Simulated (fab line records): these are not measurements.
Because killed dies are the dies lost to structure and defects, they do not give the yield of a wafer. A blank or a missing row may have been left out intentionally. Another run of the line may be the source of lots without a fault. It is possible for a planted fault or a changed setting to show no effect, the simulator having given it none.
Split-lot experiment / flow n5Finfet / 39 wafers read across 7 lots, on a route 1938 steps long

## SPLIT DETAILS
At N5_WELL_APT_EPI_41 (deposits Si from SiH4/H2, target thk 50 nm, time 297.7 s), the setting targetThkA was moved away from the recipe's 500 angstrom on 18 of the 39 wafers read, by -5.7% to +7.7%. The other wafers ran this setting at the recipe's value.

Reading taken at the split's own step.

## THE READING
Si_of_WELL_APT_EPI_41.thkNm (the simulator's own value, which no gauge read), in nm, at N5_WELL_APT_EPI_41 (deposits Si from SiH4/H2, target thk 50 nm, time 297.7 s). The file does not state a usual value for it. Here, 21 wafers ran the recipe; their average is 50.04 nm with a standard deviation of 0.68 nm.

wafer=L074.1; tool, chamber at the split=epiRpcvd-03, 0; targetThkA as run, angstrom=483.7; against the recipe=-3.3%; Si_of_WELL_APT_EPI_41.thkNm, nm=48.47; against lot-mates on the recipe=-1.12
wafer=L074.2; tool, chamber at the split=epiRpcvd-03, 0; targetThkA as run, angstrom=483.7; against the recipe=-3.3%; Si_of_WELL_APT_EPI_41.thkNm, nm=47.68; against lot-mates on the recipe=-1.91
wafer=L074.3; tool, chamber at the split=epiRpcvd-03, 0; targetThkA as run, angstrom=483.7; against the recipe=-3.3%; Si_of_WELL_APT_EPI_41.thkNm, nm=47.56; against lot-mates on the recipe=-2.03
wafer=L074.4; tool, chamber at the split=epiRpcvd-03, 0; targetThkA as run, angstrom=500; against the recipe=recipe; Si_of_WELL_APT_EPI_41.thkNm, nm=49.51; against lot-mates on the recipe=-
wafer=L074.5; tool, chamber at the split=epiRpcvd-03, 0; targetThkA as run, angstrom=500; against the recipe=recipe; Si_of_WELL_APT_EPI_41.thkNm, nm=49.68; against lot-mates on the recipe=-
wafer=L074.6; tool, chamber at the split=epiRpcvd-03, 0; targetThkA as run, angstrom=500; against the recipe=recipe; Si_of_WELL_APT_EPI_41.thkNm, nm=49.57; against lot-mates on the recipe=-
wafer=L077.1; tool, chamber at the split=epiRpcvd-02, 0; targetThkA as run, angstrom=538.5; against the recipe=+7.7%; Si_of_WELL_APT_EPI_41.thkNm, nm=53.53; against lot-mates on the recipe=+4.05
wafer=L077.2; tool, chamber at the split=epiRpcvd-02, 0; targetThkA as run, angstrom=500; against the recipe=recipe; Si_of_WELL_APT_EPI_41.thkNm, nm=48.87; against lot-mates on the recipe=-
wafer=L077.3; tool, chamber at the split=epiRpcvd-02, 0; targetThkA as run, angstrom=500; against the recipe=recipe; Si_of_WELL_APT_EPI_41.thkNm, nm=49.39; against lot-mates on the recipe=-
wafer=L077.4; tool, chamber at the split=epiRpcvd-02, 0; targetThkA as run, angstrom=538.5; against the recipe=+7.7%; Si_of_WELL_APT_EPI_41.thkNm, nm=52.82; against lot-mates on the recipe=+3.34
wafer=L077.5; tool, chamber at the split=epiRpcvd-02, 0; targetThkA as run, angstrom=500; against the recipe=recipe; Si_of_WELL_APT_EPI_41.thkNm, nm=50.18; against lot-mates on the recipe=-
wafer=L077.6; tool, chamber at the split=epiRpcvd-02, 0; targetThkA as run, angstrom=538.5; against the recipe=+7.7%; Si_of_WELL_APT_EPI_41.thkNm, nm=53.1; against lot-mates on the recipe=+3.62
wafer=L078.1; tool, chamber at the split=epiRpcvd-03, 0; targetThkA as run, angstrom=500; against the recipe=recipe; Si_of_WELL_APT_EPI_41.thkNm, nm=50.84; against lot-mates on the recipe=-
wafer=L078.2; tool, chamber at the split=epiRpcvd-03, 0; targetThkA as run, angstrom=515.1; against the recipe=+3.0%; Si_of_WELL_APT_EPI_41.thkNm, nm=51.99; against lot-mates on the recipe=+1.19
wafer=L078.3; tool, chamber at the split=epiRpcvd-03, 0; targetThkA as run, angstrom=500; against the recipe=recipe; Si_of_WELL_APT_EPI_41.thkNm, nm=50.86; against lot-mates on the recipe=-
wafer=L078.4; tool, chamber at the split=epiRpcvd-03, 0; targetThkA as run, angstrom=500; against the recipe=recipe; Si_of_WELL_APT_EPI_41.thkNm, nm=50.71; against lot-mates on the recipe=-
wafer=L078.5; tool, chamber at the split=epiRpcvd-03, 0; targetThkA as run, angstrom=515.1; against the recipe=+3.0%; Si_of_WELL_APT_EPI_41.thkNm, nm=51.96; against lot-mates on the recipe=+1.16
wafer=L078.6; tool, chamber at the split=epiRpcvd-03, 0; targetThkA as run, angstrom=515.1; against the recipe=+3.0%; Si_of_WELL_APT_EPI_41.thkNm, nm=51.34; against lot-mates on the recipe=+0.54
wafer=L083.1; tool, chamber at the split=epiRpcvd-02, 0; targetThkA as run, angstrom=500; against the recipe=recipe; Si_of_WELL_APT_EPI_41.thkNm, nm=49.15; against lot-mates on the recipe=-
wafer=L083.2; tool, chamber at the split=epiRpcvd-02, 0; targetThkA as run, angstrom=474.9; against the recipe=-5.0%; Si_of_WELL_APT_EPI_41.thkNm, nm=46.47; against lot-mates on the recipe=-2.65
wafer=L083.3; tool, chamber at the split=epiRpcvd-02, 0; targetThkA as run, angstrom=474.9; against the recipe=-5.0%; Si_of_WELL_APT_EPI_41.thkNm, nm=46.98; against lot-mates on the recipe=-2.14
wafer=L083.4; tool, chamber at the split=epiRpcvd-02, 0; targetThkA as run, angstrom=500; against the recipe=recipe; Si_of_WELL_APT_EPI_41.thkNm, nm=48.8; against lot-mates on the recipe=-
wafer=L083.5; tool, chamber at the split=epiRpcvd-02, 0; targetThkA as run, angstrom=500; against the recipe=recipe; Si_of_WELL_APT_EPI_41.thkNm, nm=49.41; against lot-mates on the recipe=-
wafer=L083.6; tool, chamber at the split=epiRpcvd-02, 0; targetThkA as run, angstrom=474.9; against the recipe=-5.0%; Si_of_WELL_APT_EPI_41.thkNm, nm=46.28; against lot-mates on the recipe=-2.84
wafer=L089.2; tool, chamber at the split=epiRpcvd-04, 0; targetThkA as run, angstrom=500; against the recipe=recipe; Si_of_WELL_APT_EPI_41.thkNm, nm=49.97; against lot-mates on the recipe=-
wafer=L089.5; tool, chamber at the split=epiRpcvd-04, 0; targetThkA as run, angstrom=500; against the recipe=recipe; Si_of_WELL_APT_EPI_41.thkNm, nm=51.14; against lot-mates on the recipe=-
wafer=L089.6; tool, chamber at the split=epiRpcvd-04, 0; targetThkA as run, angstrom=500; against the recipe=recipe; Si_of_WELL_APT_EPI_41.thkNm, nm=50.3; against lot-mates on the recipe=-
wafer=L094.1; tool, chamber at the split=epiRpcvd-04, 0; targetThkA as run, angstrom=524.1; against the recipe=+4.8%; Si_of_WELL_APT_EPI_41.thkNm, nm=52.45; against lot-mates on the recipe=+2.08
wafer=L094.2; tool, chamber at the split=epiRpcvd-04, 0; targetThkA as run, angstrom=500; against the recipe=recipe; Si_of_WELL_APT_EPI_41.thkNm, nm=50.01; against lot-mates on the recipe=-
wafer=L094.3; tool, chamber at the split=epiRpcvd-04, 0; targetThkA as run, angstrom=500; against the recipe=recipe; Si_of_WELL_APT_EPI_41.thkNm, nm=50.21; against lot-mates on the recipe=-
wafer=L094.4; tool, chamber at the split=epiRpcvd-04, 0; targetThkA as run, angstrom=524.1; against the recipe=+4.8%; Si_of_WELL_APT_EPI_41.thkNm, nm=52.67; against lot-mates on the recipe=+2.30
wafer=L094.5; tool, chamber at the split=epiRpcvd-04, 0; targetThkA as run, angstrom=524.1; against the recipe=+4.8%; Si_of_WELL_APT_EPI_41.thkNm, nm=52.57; against lot-mates on the recipe=+2.20
wafer=L094.6; tool, chamber at the split=epiRpcvd-04, 0; targetThkA as run, angstrom=500; against the recipe=recipe; Si_of_WELL_APT_EPI_41.thkNm, nm=50.88; against lot-mates on the recipe=-
wafer=L097.1; tool, chamber at the split=epiRpcvd-02, 0; targetThkA as run, angstrom=500; against the recipe=recipe; Si_of_WELL_APT_EPI_41.thkNm, nm=50.02; against lot-mates on the recipe=-
wafer=L097.2; tool, chamber at the split=epiRpcvd-02, 0; targetThkA as run, angstrom=471.4; against the recipe=-5.7%; Si_of_WELL_APT_EPI_41.thkNm, nm=47.05; against lot-mates on the recipe=-3.39
wafer=L097.3; tool, chamber at the split=epiRpcvd-02, 0; targetThkA as run, angstrom=500; against the recipe=recipe; Si_of_WELL_APT_EPI_41.thkNm, nm=50.79; against lot-mates on the recipe=-
wafer=L097.4; tool, chamber at the split=epiRpcvd-02, 0; targetThkA as run, angstrom=471.4; against the recipe=-5.7%; Si_of_WELL_APT_EPI_41.thkNm, nm=47.01; against lot-mates on the recipe=-3.43
wafer=L097.5; tool, chamber at the split=epiRpcvd-02, 0; targetThkA as run, angstrom=471.4; against the recipe=-5.7%; Si_of_WELL_APT_EPI_41.thkNm, nm=47.14; against lot-mates on the recipe=-3.30
wafer=L097.6; tool, chamber at the split=epiRpcvd-02, 0; targetThkA as run, angstrom=500; against the recipe=recipe; Si_of_WELL_APT_EPI_41.thkNm, nm=50.52; against lot-mates on the recipe=-

THE FIT
A straight line over all 39 wafers: Si_of_WELL_APT_EPI_41.thkNm changes by +0.518 nm for each +1% of targetThkA; r = +0.95; the points scatter about the line by 0.64 nm.
The same after taking each lot's own level away (the mean of its wafers on the recipe; 39 wafers): +0.496 nm for each +1%; r = +0.98; scatter 0.38 nm.
The reading moves by 3.8 nm for the largest change in targetThkA, on that fit.
The span of the lots' own levels, 49.120 to 50.803 nm, comes to 2.5 times the standard deviation stated above.
So the lot-to-lot level changes the slope little: the two slopes agree.
Check: with one of the wafers moved furthest among these (+7.7%) left out of the fit, the line predicts +3.64 nm for it against its lot-mates. It came out at +4.05 nm against them.

## THE FILE'S OWN FIT
Si_of_WELL_APT_EPI_41.thkNm changes by +0.495 nm for each +1% of targetThkA, r = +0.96.
